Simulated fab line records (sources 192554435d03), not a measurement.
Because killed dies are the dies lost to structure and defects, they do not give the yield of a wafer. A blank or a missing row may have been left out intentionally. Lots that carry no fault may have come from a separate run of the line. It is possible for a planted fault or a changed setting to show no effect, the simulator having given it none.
A struck lot beside a sound one || flow n5_finfet || 27 out of 1938 route steps
Sound: the wafers L554.1, L554.2, L554.3. Struck: wafer L561.5. (L561.4 of the same lot was not struck and is left out.) The cause comes at the end.
At each step with rows: each side's tool, then ch and its chambers, then its first start. Under that, the readings that differ: sound wafers || struck wafers || difference of the means || sigmas: that difference in standard deviations of wafers without a fault.
alike: a reading whose means differ by less than 2 such deviations, as well as words and numbers matching on both sides. not compared: withheld readings; readings where some wafer has no value; bounds like >300 that might hide an equal value; numbers whose values overlap and for which the record gives no deviation.
The two part at a step that has a row with sigmas, a row that says differs or no value, or rows on one side only. Numbers that don't overlap but have no deviation are shown without sigmas and don't part them. Lack of a reading on every wafer of one side parts them only where that side has two or more wafers.

N5_STI_FIN_REVEAL_ALD_14: deposits Si3N4, target thk 3 nm.
  sound on ald_sin-01 ch 1,2,3, day 5 00:32; struck on ald_sin-01 ch 3, day 6 18:30
  alike: heater_power_w
  not compared: since_wet_clean_h
then, 2 steps without rows for these wafers: N5_STI_FIN_REVEAL_FCVD_FILL_01 (material SiO2 flowable, target thk 312 nm, time 512.2 s); N5_STI_FIN_REVEAL_DENSIFY_02 (time 1800 s).
N5_STI_FIN_REVEAL_CMP_04: polishes, stops on Si3N4, t overpolish 4 s, target thk 131.83 nm.
  sound on cmp-04 ch 0,2,3, day 5 05:37; struck on cmp-04 ch 3, day 6 23:35
  alike: motor_current_A, overpolish_run_s, platen_rpm, time_to_endpoint_s
N5_STI_FIN_REVEAL_THK_MEAS_05:
  sound on film_metro-01, day 5 05:53; struck on film_metro-01, day 6 23:51
  alike: thk_nm
following that, these wafers have no rows for 1 step: N5_STI_FIN_REVEAL_DENSIFY_30.
N5_STI_FIN_REVEAL_ETCHBACK_08: etches SiO2 in C4F6/O2, target depth 30.5 nm, time 10.167 s.
  sound on rie_diel-01 ch 0,2,3, day 5 06:07; struck on rie_diel-01 ch 3, day 7 00:11
  alike: drypump_motor_current_A, mfc_ar_sccm, oes_product_au, rf_vpp_V, showerhead_plenum_p_Torr, throttle_valve_pct
  not compared: rf_hours_counter_h
N5_STI_FIN_REVEAL_STRIP_24: strips in N2/H2, time 90 s.
  sound on rie_diel-01 ch 0,2,3, day 5 06:09; struck on rie_diel-01 ch 3, day 7 00:13
  alike: drypump_motor_current_A, oes_product_au, rf_vpp_V, showerhead_plenum_p_Torr, throttle_valve_pct
  not compared: rf_hours_counter_h
then, 4 steps without rows for these wafers: N5_STI_FIN_REVEAL_PRECLEAN_25 (cleans in SPM, time 90 s); N5_STI_FIN_REVEAL_PRECLEAN_26 (cleans in SC1, time 45 s); N5_STI_FIN_REVEAL_PRECLEAN_29 (cleans in DHF, time 30 s); N5_STI_FIN_REVEAL_SRD_12 (time 30 s).
N5_STI_FIN_REVEAL_RECESS_09: chemistry HF/NH3, target SiO2, afs cycles 11, target depth 42.5 nm, sublimation time 60 s.
  sound on vapor_etch-01 ch 0,1, day 5 06:22; struck on vapor_etch-02 ch 0, day 7 00:58
  alike: drypump_motor_current_A
then, 7 steps without rows for these wafers: N5_STI_FIN_REVEAL_STRIP_16 (strips SiNx in H3PO4, target depth 23.8 nm); N5_STI_FIN_REVEAL_PRECLEAN_17 (cleans in NF3:NH3, afs cycles 1, time 20 s, sublimation time 60 s); N5_STI_FIN_REVEAL_ETCH_34 (etches Si in H2, material Si, target depth 0.97 nm); N5_STI_FIN_REVEAL_OXIDATION_31 (chemistry O2 PLASMA REMOTE, time 20 s); N5_STI_FIN_REVEAL_PRECLEAN_32 (cleans in NF3:NH3, afs cycles 1, time 20 s, sublimation time 60 s); N5_STI_FIN_REVEAL_STRIP_35 (strips Si3N4 in H3PO4, target depth 4 nm, time 39 s); N5_STI_FIN_REVEAL_SRD_21 (time 30 s).
N5_STI_FIN_REVEAL_OXIDATION_33: chemistry O2 PLASMA REMOTE, time 20 s.
  sound on plasma_asher-02 ch 0,1, day 5 08:53; struck on plasma_asher-02 ch 0, day 7 02:58
  alike: drypump_motor_current_A, heater_power_w
  not compared: rf_hours_counter_h
then, 2 steps without rows for these wafers: N5_STI_FIN_REVEAL_CLEAN_19 (cleans in O3/DIW, time 120 s); N5_STI_FIN_REVEAL_SRD_23 (time 30 s).
N5_STI_FIN_REVEAL_CD_MEAS_22: target cd 6.238 nm, pitch 28 nm.
  sound on cd_sem-02, day 5 09:03; struck on cd_sem-03, day 7 03:07
  alike: cd_nm
N5_STI_FIN_REVEAL_FIN_H_MEAS_10:
  sound on ocd-01, day 5 09:05; struck on ocd-01, day 7 03:08
{"reading": "trench_depth_nm (nm)", "sound": "52.5 51.4 52.2", "struck": 46.3, "difference": -5.7, "sigmas": -7}
then, 1 step without rows for these wafers: N5_STI_FIN_REVEAL_PRECLEAN_18 (cleans in SC2, time 45 s).
-- a jump in the record: the struck wafers' starts before and after are 10 days apart (it breaks off in module STI_FIN_REVEAL and resumes in module PASSIVATION, where the first step shown is number 1936 of the route) --
N5_PASSIVATION_PROBE_49:
  sound on prober-01, day 15 05:31; struck on prober-01, day 16 22:35
{"reading": "killed_at_front_end", "sound": "63 38 41", "struck": 84, "difference": "+37", "sigmas": "+3"}
  alike: killed_at_M0_to_M3, killed_at_M4_up, killed_at_contacts, killed_at_other, killed_dies, killed_open, killed_short

## WHERE THEY PART
Last at N5_PASSIVATION_PROBE_49 as far as this record goes, first at N5_STI_FIN_REVEAL_FIN_H_MEAS_10.

WHY: what had been put in by the simulator
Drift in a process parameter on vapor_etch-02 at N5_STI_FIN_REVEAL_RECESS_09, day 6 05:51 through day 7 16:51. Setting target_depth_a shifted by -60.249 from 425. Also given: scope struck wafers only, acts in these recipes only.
